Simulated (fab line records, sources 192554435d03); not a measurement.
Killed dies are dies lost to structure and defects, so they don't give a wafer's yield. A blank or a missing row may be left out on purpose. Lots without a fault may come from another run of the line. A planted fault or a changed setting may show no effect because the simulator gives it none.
Chamber matching | flow n5_finfet | N5_BEOL_M3_STRIP_66 on rie_diel-04: 4 sister chambers
The step strips in CF4. 8 wafers are shown with their chamber, then 8 later ones without.

WAFERS WITH THEIR CHAMBER
wafer  | chamber | showerhead_plenum_p_Torr (Torr) | drypump_motor_current_A (A)
L076.1 | 0       | 1.68                            | 6.4
L077.6 | 0       | 1.68                            | 6.3
L082.2 | 1       | 1.81                            | 6.2
L082.6 | 2       | 1.85                            | 5.5
L083.4 | 3       | 1.75                            | 6.0
L083.5 | 2       | 1.85                            | 5.5
L083.6 | 3       | 1.76                            | 6.0
L085.1 | 1       | 1.81                            | 6.2

WAFERS WITHOUT THEIR CHAMBER
wafer  | showerhead_plenum_p_Torr (Torr) | drypump_motor_current_A (A)
L085.4 | 1.85                            | 5.5
L085.5 | 1.75                            | 6.0
L090.1 | 1.75                            | 6.1
L090.2 | 1.84                            | 5.5
L090.3 | 1.80                            | 6.2
L092.1 | 1.80                            | 6.2
L092.4 | 1.84                            | 5.5
L092.5 | 1.75                            | 6.1

WHICH CHAMBER EACH WENT THROUGH
wafer  | from the rows above | in truth
L085.4 | 2                   | 2
L085.5 | 3                   | 3
L090.1 | 3                   | 3
L090.2 | 2                   | 2
L090.3 | 1                   | 1
L092.1 | 1                   | 1
L092.4 | 2                   | 2
L092.5 | 3                   | 3
Placed correctly: 8 of 8. Can't be placed from these rows: 0. Placed wrongly: 0.
How it was worked out, from the rows above alone: a wafer's distance from a chamber is the root of the sum, over the readings, of the square of ((its reading less the chamber's mean) divided by the reading's scatter). The wafer belongs to the nearest chamber; if the next one is less than 2 further off, it can't be placed. A chamber's mean is the mean of its shown wafers. The scatter: the root of (the sum of the squares of (reading less its chamber's mean) over the shown wafers, divided by (wafers less chambers)).
